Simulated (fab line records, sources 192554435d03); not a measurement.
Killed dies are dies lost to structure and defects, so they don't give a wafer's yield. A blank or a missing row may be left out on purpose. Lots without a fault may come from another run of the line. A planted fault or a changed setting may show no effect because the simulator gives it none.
A struck lot beside a sound one | flow n5_finfet | 39 steps out of a route of 1938
Sound: wafers L185.1, L185.4, L185.6. Struck: wafer L183.6. (L183.2, L183.5 of the same lot were not struck and are left out.) The cause comes at the end.
At each step with rows: each side's tool, then ch and its chambers, then its first start. Under that, the readings that differ: sound wafers | struck wafers | difference of the means | sigmas: that difference in standard deviations of wafers without a fault.
alike: readings whose means differ by less than 2 such deviations, and words and numbers that are the same on both sides. not compared: withheld readings, readings that some wafer has no value for, bounds like >300 that may hide the same value, and numbers for which the record gives no deviation and whose values overlap.
The two part at a step that has a row with sigmas, a row that says differs or no value, or rows on one side only. Numbers that don't overlap but have no deviation are shown without sigmas and don't part them. A reading that every wafer of one side lacks parts them only if that side has two wafers or more.

first, 9 steps without rows for these wafers: N5_MOL_CONTACT_COAG_PRE_CLEAN_121; N5_MOL_CONTACT_COAG_CVD_140 (deposits W, target thk 66.5 nm, time 215 s); N5_MOL_CONTACT_COAG_PRECLEAN_127 (cleans in DIW, time 57.5 s); N5_MOL_CONTACT_COAG_SRD_128 (dry time 32 s); N5_MOL_CONTACT_COAG_CMP_52 (polishes, stops on SiO2, t overpolish 1.5 s, target thk 66.5 nm); N5_MOL_CONTACT_COAG_ANNEAL_112 (time 1800 s); N5_BEOL_M0_SAQP_PECVD_00 (deposits SiCN from 3MS/NH3, target thk 8 nm, time 14 s); N5_BEOL_M0_SAQP_ILD_DEP_01 (deposits SiOC from DEMS/O2, target thk 45.419 nm, time 8.7 s); N5_BEOL_M0_SAQP_HM_DEP_02 (deposits TiN, target thk 12 nm).
N5_BEOL_M0_SAQP_PECVD_03: deposits SiCN from 3MS/NH3, target thk 12 nm, time 21.1 s.
  sound on pecvd-02 ch 0,1,2, day 9 19:04; struck on pecvd-04 ch 0, day 9 04:43
  reading                                         | sound          | struck | difference | sigmas
  run_length_s (s)                                | 51.4 50.9 51.8 | 58.0   | +6.6       | +17
  throttle_valve_pct (%)                          | 8.8 8.7 9.2    | 9.9    | +1.0       | +2
  model.SiCN_of_BEOL_M0_SAQP_PECVD_03.thk_nm (nm) | 12 12.4 12.4   | 15.6   | +3.3       |
  alike: showerhead_plenum_p_Torr
then, 25 steps without rows for these wafers: N5_BEOL_M0_SAQP_PECVD_96 (deposits a-Si from SiH4/He, target thk 45 nm, time 45.2 s); N5_BEOL_M0_SAQP_PECVD_97 (deposits SiNx from SiH4/NH3/N2, target thk 23 nm, time 19.9 s); N5_BEOL_M0_SAQP_PECVD_04 (deposits a-Si from SiH4/He, target thk 60 nm, time 60.2 s); N5_BEOL_M0_SAQP_HM_DEP_111 (deposits SiO2 from SiH4/N2O, target thk 12 nm, time 7.2 s); N5_BEOL_M0_SAQP_COAT_81 (time 60 s, resist thk 100 nm); N5_BEOL_M0_SAQP_COAT_82 (time 60 s, resist thk 30 nm); N5_BEOL_M0_SAQP_COAT_08 (resist thk 90 nm); N5_BEOL_M0_SAQP_EBR_10; N5_BEOL_M0_SAQP_SOFTBAKE_09 (time 60 s); N5_BEOL_M0_SAQP_EXPOSE_11 (exposes mask M0 CORE, target cd 42 nm); N5_BEOL_M0_SAQP_PEB_12 (peb time 60 s); N5_BEOL_M0_SAQP_DEVELOP_13 (develop time 30 s); N5_BEOL_M0_SAQP_DESCUM_19 (chemistry O2, time 7.9 s); N5_BEOL_M0_SAQP_ETCH_83 (etches SiARC in CF4, target depth 39 nm, time 65 s); N5_BEOL_M0_SAQP_ETCH_84 (etches SOC in N2/H2, target depth 100 nm, overetch 20 nm, time 150 s); N5_BEOL_M0_SAQP_STRIP_80 (strips in N2/H2); N5_BEOL_M0_SAQP_HM_OPEN_112 (chemistry CHF3/O2, target SiO2, stops on a-Si, target depth 12 nm, time 13.5 s); N5_BEOL_M0_SAQP_STRIP_113 (strips in CHF3/O2); N5_BEOL_M0_SAQP_MANDREL_ETCH_20 (etches a-Si in HBr/Cl2, stops on SiNx, target depth 60 nm, bt time 10 s, time 30 s); N5_BEOL_M0_SAQP_STRIP_86 (strips in N2/H2); N5_BEOL_M0_SAQP_STRIP_115 (strips in post etch residue remover, time 60 s); N5_BEOL_M0_SAQP_SRD_93 (time 30 s); N5_BEOL_M0_SAQP_RECESS_114 (chemistry HF/NH3, target SiO2, target depth 14.4 nm, afs cycles 3, sublimation time 60 s); N5_BEOL_M0_SAQP_SPACER1_ALD_98 (deposits SiO2, target thk 12.8 nm, pulse time 1 s, purge time 2 s); N5_BEOL_M0_SAQP_SPACER1_ETCHBACK_99 (etches SiO2 in CHF3/O2, target depth 15.4 nm, time 7.7 s).
N5_BEOL_M0_SAQP_RECESS_109: chemistry HF/NH3, target SiO2, target depth 3 nm, afs cycles 1, sublimation time 60 s.
  sound on vapor_etch-02 ch 0,1, day 9 22:19; struck on vapor_etch-02 ch 0, day 9 08:03
  reading                                         | sound     | struck | difference | sigmas
  model.SiCN_of_BEOL_M0_SAQP_PECVD_03.thk_nm (nm) | 8.6 8.8 9 | 12.2   | +3.4       |
  alike: drypump_motor_current_A, sublimation_temp_c, temp_c
N5_BEOL_M0_ETCH_138: etches SiCN in CH3F/O2, target depth 12 nm, time 31.6 s.
  sound on rie_diel-04 ch 1,3, day 10 01:37; struck on rie_diel-06 ch 1, day 9 11:41
  reading                  | sound            | struck | difference | sigmas
  model.etch.depth_nm (nm) | 8.64 8.899 9.009 | 9.231  | +0.382     |
  alike: drypump_motor_current_A, etch_rf_on_time_s, oes_product_au, rf_vpp_V, showerhead_plenum_p_Torr, throttle_valve_pct
  not compared: rf_hours_counter_h
N5_BEOL_M0_ETCH_128: etches SiCN in CF4/N2, target depth 12 nm, overetch 5.1 nm, time 21.4 s.
  sound on rie_diel-06 ch 2,3, day 10 02:47; struck on rie_diel-05 ch 0, day 9 12:07
  reading                  | sound             | struck | difference | sigmas
  throttle_valve_pct (%)   | 15.13 15.21 15.15 | 15.76  | +0.60      | +3
  model.etch.depth_nm (nm) | 8.64 8.899 9.009  | 12.13  | +3.28      |
  alike: cf4_flow_sccm, drypump_motor_current_A, oes_product_au, rf_vpp_V, showerhead_plenum_p_Torr
  not compared: rf_hours_counter_h
-- the record jumps here: 2 days lie between the struck wafers' starts before and after (it left off in module BEOL_M0 and takes up again in module BEOL_M4, whose first step shown is number 1111 of the route) --
N5_BEOL_M4_RC_MEAS_101:
  sound on prober-02 ch 0, day 11 20:59; struck on prober-01 ch 0, day 11 16:19
  alike: DIBL_N, DIBL_P, IOFF_N, IOFF_P, ION_N, ION_P, SS_N, SS_P, VT_N, VT_P

WHERE THEY PART
First at N5_BEOL_M0_SAQP_PECVD_03; last, within this record, at N5_BEOL_M0_ETCH_128. Later steps at which nothing parts them and some readings are alike: N5_BEOL_M4_RC_MEAS_101.

WHY: what the simulator had put in
Process parameter drift: pecvd-04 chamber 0, from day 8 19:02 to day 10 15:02, at N5_BEOL_M0_SAQP_PECVD_03. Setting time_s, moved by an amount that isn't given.
